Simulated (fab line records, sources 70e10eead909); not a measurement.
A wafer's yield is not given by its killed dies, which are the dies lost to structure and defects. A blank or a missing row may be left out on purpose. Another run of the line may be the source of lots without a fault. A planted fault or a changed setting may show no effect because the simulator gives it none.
fab line records ; flow nandHarc
[record] lots = 13; wafers = 37; lastDay = 25
route steps=1159 shown P_BONDPAD@370 A_ZERO_WELL@396
lots untouched by any fault: they come from a run of this same line in which no faults occurred
startH: the number of hours between the record's first day and the start of the first shown wafer of the lot ; waitH: hours from the lot's prior step to this one ; " repeats the value in the row above ; L1.1+2: a row that stands for several wafers ; - no value, or no start given ; * or withheld: withheld ; < > ~ a bound
route shown NAME@n: a module of which the file shows steps, and the number in the route of the first ; usual: average and standard deviation across the fault-free wafers ; same: alike in all rows ; chamber/n: place in a boat ; sites: each site's reading ; _std_site: standard deviation of those values ; _edge_site: the outer-site mean with the inner-site mean subtracted ; radiusMm: how far each site lies from the wafer's centre ; mask NAME#n: copy n ; behind: the tool/chamber that last shaped the wafer ; hold: reason for holding the lot/hours on hold/outcome of the hold ; device: the n, p or np transistor that did not switch ; end of line: the tests these same wafers got at the end of their route ; a step given without rows: its recipe and nothing more ; killed: dies lost to structure and defects at the first sort, not the wafer's yield ; map: per-die view of a wafer (x killed, . not killed, _ where there is no die)
set.NAME: setting as actually run; set.NAME@STEP: the setting as run at that earlier step ; model.NAME: the simulator's own value behind a step, which no gauge read
route steps across a sampled set of lots; one table per step, one row per wafer
services: a tool's chamber out of use, with start hour (startH, from the record's first day; less than 0 if before it), hours out, and reason
[[steps]]
[step NHARC_P_BONDPAD_CD_MEAS_13]
[usual] cdNm = 499.5/2.6
lot.wafer;tool;chamber;startH;waitH;cdNm
L619.2;cdSem-03;-;126.09;-;503.3
L619.3;cdSem-03;-;126.09;-;499.7
L619.5;cdSem-03;-;126.09;-;498.1
L620.2;cdSem-01;-;147.12;-;504.4
L620.3;cdSem-01;-;147.12;-;497.8
L620.4;cdSem-01;-;147.12;-;500.9
L621.4;cdSem-02;-;148.11;-;495.1
L621.5;cdSem-02;-;148.11;-;497.1
L621.6;cdSem-02;-;148.11;-;496.8
L624.1;cdSem-03;-;159.29;-;498.2
L624.3;cdSem-03;-;159.29;-;499.4
L624.6;cdSem-03;-;159.29;-;498.8
L623.2;cdSem-03;-;159.91;-;501.5
L623.3;cdSem-03;-;159.91;-;496.5
L623.6;cdSem-03;-;159.91;-;495.1
L625.2;cdSem-03;-;177.02;-;499.1
L625.3;cdSem-03;-;177.02;-;501.5
L625.4;cdSem-03;-;177.02;-;498.1
L629.4;cdSem-01;-;196.27;-;501.8
L629.5;cdSem-01;-;196.27;-;501.0
L629.6;cdSem-01;-;196.27;-;498.7
L632.1;cdSem-03;-;210.75;-;498.1
L632.5;cdSem-03;-;210.75;-;493.6
L633.2;cdSem-01;-;222.07;-;501.1
L633.4;cdSem-01;-;222.07;-;498.8
L636.1;cdSem-03;-;231.47;-;495.5
L636.3;cdSem-03;-;231.47;-;500.8
L636.4;cdSem-03;-;231.47;-;499.0
L637.1;cdSem-03;-;236.77;-;497.8
L637.2;cdSem-03;-;236.77;-;498.0
L637.5;cdSem-03;-;236.77;-;498.9
L640.1;cdSem-02;-;250.25;-;503.1
L640.2;cdSem-02;-;250.25;-;502.1
L640.4;cdSem-02;-;250.25;-;501.3
L641.1;cdSem-01;-;267.81;-;505.6
L641.3;cdSem-01;-;267.81;-;502.7
L641.4;cdSem-01;-;267.81;-;498.8
[step NHARC_P_BONDPAD_INSPECT_23]
[usual] rawDefectCount = 350/120
lot.wafer;tool;chamber;startH;waitH;rawDefectCount
L619.2;defectInspect-02;-;128.33;0.0;420
L619.3;defectInspect-02;-;128.33;0.0;240
L619.5;defectInspect-02;-;128.33;0.0;299
L620.2;defectInspect-01;-;149.39;0.0;385
L620.3;defectInspect-01;-;149.39;0.0;385
L620.4;defectInspect-01;-;149.39;0.0;491
L621.4;defectInspect-02;-;150.36;0.0;200
L621.5;defectInspect-02;-;150.36;0.0;202
L621.6;defectInspect-02;-;150.36;0.0;293
L624.1;defectInspect-02;-;161.62;0.0;207
L624.3;defectInspect-02;-;161.62;0.0;192
L624.6;defectInspect-02;-;161.62;0.0;285
L623.2;defectInspect-01;-;162.39;0.0;415
L623.3;defectInspect-01;-;162.39;0.0;273
L623.6;defectInspect-01;-;162.39;0.0;482
L625.2;defectInspect-01;-;179.38;0.0;318
L625.3;defectInspect-01;-;179.38;0.0;307
L625.4;defectInspect-01;-;179.38;0.0;224
L629.4;defectInspect-02;-;198.58;0.0;262
L629.5;defectInspect-02;-;198.58;0.0;232
L629.6;defectInspect-02;-;198.58;0.0;168
L632.1;defectInspect-01;-;213.10;0.0;329
L632.5;defectInspect-01;-;213.10;0.0;158
L633.2;defectInspect-01;-;224.34;0.0;423
L633.4;defectInspect-01;-;224.34;0.0;354
L636.1;defectInspect-01;-;233.73;0.0;412
L636.3;defectInspect-01;-;233.73;0.0;528
L636.4;defectInspect-01;-;233.73;0.0;478
L637.1;defectInspect-01;-;239.16;0.0;342
L637.2;defectInspect-01;-;239.16;0.0;409
L637.5;defectInspect-01;-;239.16;0.0;300
L640.1;defectInspect-02;-;252.60;0.0;504
L640.2;defectInspect-02;-;252.60;0.0;350
L640.4;defectInspect-02;-;252.60;0.0;435
L641.1;defectInspect-02;-;270.13;0.0;222
L641.3;defectInspect-02;-;270.13;0.0;303
L641.4;defectInspect-02;-;270.13;0.0;451
[step NHARC_A_ZERO_WELL_SOFTBAKE_05]
[recipe] tempC = 125; timeS = 70
[usual] chillPlateTempC = 22.99/0.094; heaterPowerTotalW = 200.7/1.4
lot.wafer;tool;chamber;startH;waitH;chillPlateTempC;heaterPowerTotalW
L619.2;lithoTrack-03;0;129;-;22.92;200.3
L619.3;lithoTrack-03;0;129;-;22.85;200.2
L619.5;lithoTrack-03;0;129;-;22.96;199.4
L620.2;lithoTrack-07;0;150;-;22.96;202.5
L620.3;lithoTrack-07;0;150;-;23.01;202.2
L620.4;lithoTrack-07;0;150;-;22.96;201.7
L621.4;lithoTrack-03;0;151;-;22.89;200.2
L621.5;lithoTrack-03;0;151;-;22.98;199.1
L621.6;lithoTrack-03;0;151;-;23.02;199.0
L624.1;lithoTrack-07;0;162;-;23.07;201.4
L624.3;lithoTrack-07;0;162;-;23.07;200.1
L624.6;lithoTrack-07;0;162;-;23.00;201.2
L623.2;lithoTrack-05;0;163;-;23.01;202.5
L623.3;lithoTrack-05;0;163;-;23.01;198.9
L623.6;lithoTrack-05;0;163;-;22.96;202.4
L625.2;lithoTrack-07;0;180;-;22.98;230.0
L625.3;lithoTrack-07;0;180;-;22.87;199.8
L625.4;lithoTrack-07;0;180;-;22.93;199.4
L629.4;lithoTrack-05;0;199;-;23.09;200.7
L629.5;lithoTrack-05;0;199;-;22.95;199.9
L629.6;lithoTrack-05;0;199;-;23.09;202.6
L632.1;lithoTrack-07;0;213;-;22.92;199.0
L632.5;lithoTrack-07;0;213;-;22.91;231.6
L633.2;lithoTrack-07;0;225;-;23.08;230.0
L633.4;lithoTrack-07;0;225;-;23.10;202.0
L636.1;lithoTrack-03;0;234;-;23.21;202.7
L636.3;lithoTrack-03;0;234;-;23.02;199.9
L636.4;lithoTrack-03;0;234;-;23.07;201.8
L637.1;lithoTrack-03;0;240;-;22.78;199.3
L637.2;lithoTrack-03;0;240;-;22.88;202.7
L637.5;lithoTrack-03;0;240;-;22.96;202.3
L640.1;lithoTrack-05;0;253;-;22.92;201.1
L640.2;lithoTrack-05;0;253;-;22.97;200.9
L640.4;lithoTrack-05;0;253;-;23.04;202.6
L641.1;lithoTrack-03;0;271;-;23.12;201.0
L641.3;lithoTrack-03;0;271;-;23.10;199.2
L641.4;lithoTrack-03;0;271;-;23.07;200.6
[step NHARC_A_ZERO_WELL_ETCH_19]
[recipe] targetDepthA = 800; overetchA = 240; timeS = 87.88; ionEnergyEv = 200; n2FlowSccm = 150; h2FlowSccm = 150; arFlowSccm = 0; rfW = 400; biasW = 150; chemistry = N2/H2
[usual] drypumpMotorCurrentA = 5.6/0.46; mfcArSccm = 0.014/0.015; n2FlowSccm = 150.1/0.42; oesProductAu = 1.002/0.0093; rfVppV = 430.5/2.9; showerheadPlenumPTorr = 2.04/0.1; throttleValvePct = 14.172/0.0094
[same] timeS = 87.88
lot.wafer;tool;chamber;startH;waitH;drypumpMotorCurrentA;mfcArSccm;n2FlowSccm;oesProductAu;rfHoursCounterH;rfVppV;showerheadPlenumPTorr;throttleValvePct
L619.3;rieDiel-12;2;129.76;0.1;5.7;0;150.2;1.008;5;431.7;2.05;14.175
L619.2;rieDiel-12;3;129.76;0.1;5.8;0.015;149.8;1.009;5;427.5;1.98;14.184
L619.5;rieDiel-12;1;129.76;0.1;5.7;0.001;150.0;0.988;-;427.3;1.90;14.165
L620.4;rieDiel-13;0;150.94;0.1;5.8;0.020;150.3;1.012;5;435.2;2.17;14.184
L620.2;rieDiel-13;1;150.94;0.1;6.0;0.016;150.2;0.986;6;427.2;1.94;14.185
L620.3;rieDiel-13;3;150.94;0.1;5.6;0;149.8;1.001;5;432.0;2.10;14.175
L621.4;rieDiel-13;2;151.93;0.1;6.1;0.033;149.7;0.996;4;432.8;2.13;14.184
L621.5;rieDiel-13;2;151.93;0.1;6.0;0.033;150.2;0.992;-;433.7;2.13;14.165
L621.6;rieDiel-13;3;151.93;0.1;5.6;0;150.1;0.992;-;431.2;2.10;14.189
L624.1;rieDiel-13;0;163.19;0.1;5.8;0.020;150.1;0.997;6;433.1;2.17;14.168
L624.3;rieDiel-13;2;163.19;0.1;6.1;0.033;150.7;1.006;4;432.8;2.13;14.152
L624.6;rieDiel-13;3;163.19;0.1;5.6;0;149.5;0.999;-;432.9;2.09;14.163
L623.3;rieDiel-13;1;163.95;0.1;6.0;0.016;149.9;0.987;6;428.3;1.94;14.176
L623.2;rieDiel-13;3;163.95;0.1;5.6;0;149.5;0.999;6;433.0;2.10;14.187
L623.6;rieDiel-13;2;163.95;0.1;6.1;0.033;149.3;1.013;-;433.8;2.13;14.180
L625.2;rieDiel-11;2;180.85;0.1;6.2;0;150.5;1.010;14;426.9;1.93;14.167
L625.4;rieDiel-11;3;180.85;0.1;5.6;0.003;150.6;0.991;13;432.2;2.07;14.178
L625.3;rieDiel-11;0;180.85;0.1;4.7;0.045;150.3;1.021;7;428.7;1.94;14.161
L629.4;rieDiel-12;2;200.16;0.1;5.7;0;150.0;1.006;10;432.7;2.05;14.169
L629.5;rieDiel-12;2;200.16;0.1;5.6;0;150.2;1.015;-;431.1;2.05;14.173
L629.6;rieDiel-12;3;200.16;0.1;5.8;0.015;150.9;1.008;-;428.8;1.97;14.176
L632.1;rieDiel-11;3;214.66;0.1;5.6;0.003;149.8;1.000;1;430.9;2.07;14.150
L632.5;rieDiel-11;2;214.66;0.1;6.2;0;149.5;1.002;-;426.9;1.93;14.180
L633.4;rieDiel-12;2;225.92;0.1;5.6;0;150.2;0.999;2;430.6;2.05;14.169
L633.2;rieDiel-12;0;225.92;0.1;5.8;0.031;150.7;0.993;0;427.2;1.95;14.167
L636.1;rieDiel-11;1;235.28;0.1;5.0;0;150.7;1.001;2;434.5;2.19;14.184
L636.3;rieDiel-11;2;235.28;0.1;6.2;0;150.2;1.003;2;426.1;1.93;14.178
L636.4;rieDiel-11;0;235.28;0.1;4.7;0.045;149.9;1.007;2;427.4;1.94;14.170
L637.1;rieDiel-13;0;240.71;0.1;5.8;0.020;149.7;1.005;14;433.0;2.17;14.184
L637.2;rieDiel-13;3;240.71;0.1;5.6;0;150.0;1.007;12;431.8;2.09;14.181
L637.5;rieDiel-13;0;240.71;0.1;5.8;0.020;150.5;1.019;-;435.4;2.17;14.176
L640.4;rieDiel-11;3;254.24;0.1;5.6;0.003;149.7;1.004;4;431.5;2.07;14.190
L640.2;rieDiel-11;1;254.24;0.1;5.0;0;150.6;1.014;4;435.3;2.19;14.171
L640.1;rieDiel-11;2;254.24;0.1;6.2;0;149.8;1.003;4;426.7;1.93;14.178
L641.1;rieDiel-11;1;271.70;0.1;5.0;0;149.7;1.010;5;434.3;2.19;14.165
L641.3;rieDiel-11;0;271.70;0.1;4.7;0.045;149.8;1.006;5;427.7;1.94;14.165
L641.4;rieDiel-11;1;271.70;0.1;5.0;0;148.8;1.015;-;433.5;2.19;14.164
[[services]]
tool;chamber;startH;hours;kind
rieDiel-13;0;108.00;-;clean
rieDiel-13;1;108.00;-;clean
rieDiel-13;2;108.00;-;clean
rieDiel-13;3;108.00;-;clean
rieDiel-13;0;132.50;-;clean
rieDiel-13;1;132.50;-;clean
rieDiel-13;2;132.50;-;clean
rieDiel-13;3;132.50;-;clean
rieDiel-13;1;167.23;4.1;repair
rieDiel-12;-;170.94;0.3;repair
rieDiel-13;0;176.22;11.7;repair
lithoTrack-07;-;189.00;7.0;pm
rieDiel-11;-;189.50;9.0;pm
rieDiel-12;2;190.52;3.6;repair
rieDiel-12;-;204.29;9.0;pm
lithoTrack-03;-;213.00;7.0;pm
rieDiel-13;2;214.62;8.7;repair
rieDiel-13;3;230.93;6.9;repair
rieDiel-12;0;236.47;2.1;repair
lithoTrack-05;-;237.02;7.0;pm
rieDiel-13;-;260.84;0.5;repair
rieDiel-11;-;265.73;4.0;repair
rieDiel-12;2;267.24;12.9;repair
rieDiel-11;3;270.88;2.6;repair
[[key]]
[firstSign] step = NHARC_A_ZERO_WELL_SOFTBAKE_05; reading = heaterPowerTotalW; direction = up; sigmas = 22; usual = *; struck = *
effect none on later readings
metAt NHARC_A_ZERO_WELL_SOFTBAKE_05
struckLots L625,L632,L633
struckWafers L625.2,L632.5,L633.2
testerLeftOut L625,L632,L633
notActingAt NHARC_P_BONDPAD_CD_MEAS_13,NHARC_P_BONDPAD_INSPECT_23,NHARC_A_ZERO_WELL_ETCH_19
onsetBetween 162 180
[fault] kind = processParameterDrift; tool = lithoTrack-07; chamber = -; onsetH = 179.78; steps = NHARC_A_ZERO_WELL_SOFTBAKE_05; channel = timeS; offset = *; shape = step; endH = 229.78; scope = struckWafersOnly; actsIn = *; stated = *
// testerLeftOut: of these lots the tester's yield and bins aren't shown, on N5 and GAA mostly nor the transistor test; their killed dies are dies lost to structure and defects alone, not to doping, threshold or leakage, so they don't give the yield
